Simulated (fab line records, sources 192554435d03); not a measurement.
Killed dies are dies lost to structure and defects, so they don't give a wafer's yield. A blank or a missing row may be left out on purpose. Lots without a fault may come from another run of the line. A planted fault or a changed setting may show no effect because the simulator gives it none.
Which tool did it? | flow n5_finfet | 10 lots, 30 wafers sampled, at 1 step of a route of 1938

WHAT THE GAUGES READ, wafer by wafer
N5_BEOL_M4_RC_MEAS_101.
lot  | measured     | on        | DIBL_N (mV/V)  | DIBL_P (mV/V)  | IOFF_N (nA/um) | IOFF_P (nA/um) | ION_N (uA/um) | ION_P (uA/um) | SS_N (mV/dec)  | SS_P (mV/dec)  | VT_N (mV)   | VT_P (mV)
L514 | day 8 11:33  | prober-02 | 33.6 36.4 35.8 | 34.1 37.0 36.4 | 0.14 0.18 0.17 | 0.21 0.25 0.24 | 673 679 676   | 467 468 467   | 71.1 72.3 71.8 | 73.2 73.4 73.1 | 248 250 249 | -248 -249 -246
L516 | day 8 13:29  | prober-01 | 35.7 33.6 36.1 | 36.1 33.4 36.5 | 0.15 0.11 0.14 | 0.18 0.14 0.18 | 682 681 677   | 467 462 463   | 71.0 71.0 71.5 | 73.3 72.8 73.3 | 251 255 253 | -251 -257 -253
L521 | day 9 15:35  | prober-02 | 37.4 35.1 32.3 | 38.4 34.8 33.3 | 0.18 0.14 0.11 | 0.24 0.18 0.16 | 660 658 657   | 460 445 457   | 72.2 71.9 70.5 | 73.5 72.8 72.1 | 251 254 255 | -247 -251 -254
L523 | day 10 07:21 | prober-01 | 34.9 35.6 33.3 | 35.2 36.8 33.1 | 0.15 0.16 0.12 | 0.22 0.23 0.19 | 679 675 690   | 467 467 479   | 71.0 71.6 70.1 | 73.7 74.1 72.8 | 249 249 254 | -250 -248 -249
L522 | day 10 07:46 | prober-02 | 34.4 36.1 36.9 | 34.8 37.7 38.2 | 0.11 0.14 0.15 | 0.16 0.21 0.20 | 662 653 662   | 448 460 450   | 70.0 70.6 71.1 | 72.8 73.9 73.8 | 253 253 251 | -257 -251 -253
L524 | day 10 09:15 | prober-01 | 35.8 35.6 34.2 | 36.3 34.7 33.9 | 0.16 0.15 0.13 | 0.20 0.17 0.17 | 684 666 657   | 464 450 448   | 71.3 71.1 71.1 | 72.9 72.7 72.1 | 249 249 251 | -251 -253 -253
L525 | day 10 15:11 | prober-02 | 37.2 37.7 35.5 | 37.8 39.0 36.4 | 0.19 0.19 0.16 | 0.25 0.27 0.23 | 685 675 683   | 472 466 475   | 72.0 72.6 71.1 | 72.9 73.8 73.1 | 246 246 249 | -244 -247 -248
L526 | day 11 10:59 | prober-02 | 38.8 36.4 38.9 | 39.3 34.7 38.0 | 0.21 0.15 0.21 | 0.25 0.17 0.22 | 672 665 676   | 458 448 453   | 71.6 71.3 72.8 | 74.9 72.5 74.5 | 245 253 248 | -249 -253 -250
L529 | day 11 18:43 | prober-02 | 38.3 37.4 39.3 | 38.1 36.6 38.4 | 0.17 0.15 0.17 | 0.20 0.19 0.20 | 681 660 661   | 455 457 450   | 72.2 72.0 73.0 | 74.4 73.6 73.8 | 250 252 251 | -254 -255 -253
L530 | day 12 00:10 | prober-02 | 37.3 35.6 35.4 | 35.4 34.2 34.3 | 0.16 0.15 0.14 | 0.22 0.22 0.21 | 675 703 677   | 466 481 469   | 71.4 71.4 71.2 | 72.8 72.5 72.8 | 247 246 249 | -246 -244 -245

WHICH TOOL RAN EACH LOT (tool, then ch and the chambers of the sampled wafers, then the start)
The record holds no process step before these readings.

WHAT THE TOOLS THEMSELVES READ (means of the sampled wafers that have a number; where no wafer has one, the mark that the record gives instead)
The record holds no such reading with a usual standard deviation.

THE ANSWER, worked out from the rows above alone
Rule: what is usual is taken from the lots themselves. Put in order of their means at a reading, lots are off if they are a third of the lots or fewer, leave a main group of 4 or more, and stand apart from it by a gap of 3 or more times the standard deviation of the main group's means; of several such gaps the widest counts. A main group whose means are all the same, to the digits that the tables above print for the reading, isn't used. A lot without any number at a reading at which 4 lots or more have one is off too. The other lots that the step has rows for count as sound. The gauges are gone through in route order, then the tools' own readings, and for those a lot's mean is taken as printed above. The first step at which some lot is off is used, and at that step the reading that is off furthest; a lot without a number counts as furthest.
No lot is off at any reading shown: from this, nothing can be told.

WHAT THE SIMULATOR HAD PUT IN
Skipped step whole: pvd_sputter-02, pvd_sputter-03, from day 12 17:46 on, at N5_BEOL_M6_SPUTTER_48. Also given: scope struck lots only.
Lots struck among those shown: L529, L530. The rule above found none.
